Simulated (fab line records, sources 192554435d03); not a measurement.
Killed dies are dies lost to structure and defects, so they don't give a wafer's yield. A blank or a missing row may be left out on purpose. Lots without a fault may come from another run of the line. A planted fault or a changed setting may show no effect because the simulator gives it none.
One fault seen from 2 desks | flow n5_finfet | each desk has only its own numbers; what lay behind them comes last

THE TOOL OWNER'S DESK: rie_diel-04
The tool's own readings at N5_DUMMY_GATE_ETCH_37 (etches SOC in N2/H2, target depth 60 nm, overetch 30 nm): means of the sampled wafers that have a number, for each lot that ran on this tool. A lot is out of limits, marked OUT, if its mean lies more than 4 standard deviations from the usual mean; the brackets give that distance.
Columns: A = drypump_motor_current_A at N5_DUMMY_GATE_ETCH_37, usual 5.8 A; B = oes_product_au at N5_DUMMY_GATE_ETCH_37, usual 0.59 a.u.; C = rf_fwd_power_W at N5_DUMMY_GATE_ETCH_37, usual 832 W; D = rf_vpp_V at N5_DUMMY_GATE_ETCH_37, usual 523.2 V; E = showerhead_plenum_p_Torr at N5_DUMMY_GATE_ETCH_37, usual 2.52 Torr; F = throttle_valve_pct at N5_DUMMY_GATE_ETCH_37, usual 17.84 %
lot  | first seen here | A   | B    | C              | D               | E    | F
L720 | day 2 23:26     | 5.9 | 0.60 | 835            | 525.3           | 2.57 | 17.87
L740 | day 7 22:53     | 5.8 | 0.57 | 1035 (+56) OUT | 488.0 (-14) OUT | 2.56 | 17.96
L742 | day 8 17:38     | 6.0 | 0.59 | 1033 (+56) OUT | 488.9 (-14) OUT | 2.60 | 17.84
This desk's finding: out of limits on L740, L742; first on L740, day 7 22:53 (rf_fwd_power_W at N5_DUMMY_GATE_ETCH_37). In limits: L720.

THE METROLOGY DESK
What the gauges read, lot by lot, whatever tool the lot ran on: means of the sampled wafers that have a number. A lot is out of limits, marked OUT, if its mean lies more than 4 standard deviations from the usual mean; the brackets give that distance. Of its 10 readings 7 are shown: those that lie furthest out on some lot.
Columns: A = DIBL_N at N5_BEOL_M4_RC_MEAS_101, usual 35.7 mV/V; B = DIBL_P at N5_BEOL_M4_RC_MEAS_101, usual 35.4 mV/V; C = IOFF_P at N5_BEOL_M4_RC_MEAS_101, usual 0.20 nA/um; D = ION_P at N5_BEOL_M4_RC_MEAS_101, usual 461 uA/um; E = SS_P at N5_BEOL_M4_RC_MEAS_101, usual 73.1 mV/dec; F = VT_N at N5_BEOL_M4_RC_MEAS_101, usual 251 mV; G = VT_P at N5_BEOL_M4_RC_MEAS_101, usual -251 mV
lot  | first seen here | A    | B    | C    | D   | E    | F   | G
L720 | day 7 18:53     | 35.6 | 37.9 | 0.25 | 472 | 73.3 | 246 | -246
L739 | day 12 11:35    | 36.1 | 35.6 | 0.20 | 465 | 73.1 | 250 | -250
L740 | day 12 17:45    | 36.9 | 37.3 | 0.19 | 454 | 73.6 | 249 | -255
L742 | day 13 20:19    | 37.8 | 38.4 | 0.23 | 462 | 74.0 | 250 | -251
This desk's finding: nothing out of limits on any of the 4 lots.

PUT TOGETHER
The tool owner's desk could have raised an alarm at day 7 22:53, on L740, L742.
The metrology desk saw nothing out of limits.
The metrology desk has L740, L742 on record, within its limits.
Of the lots named, all ran N5_DUMMY_GATE_ETCH_37 on rie_diel-04.

WHAT THE SIMULATOR HAD PUT IN
Process parameter drift: rie_diel-04, from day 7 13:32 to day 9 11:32, at N5_DUMMY_GATE_ETCH_37. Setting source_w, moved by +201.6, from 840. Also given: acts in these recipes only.
Lots struck among those shown: L740, L742.
Hours from the fault's start to each desk's first reading out of limits: the tool owner's desk, 9.
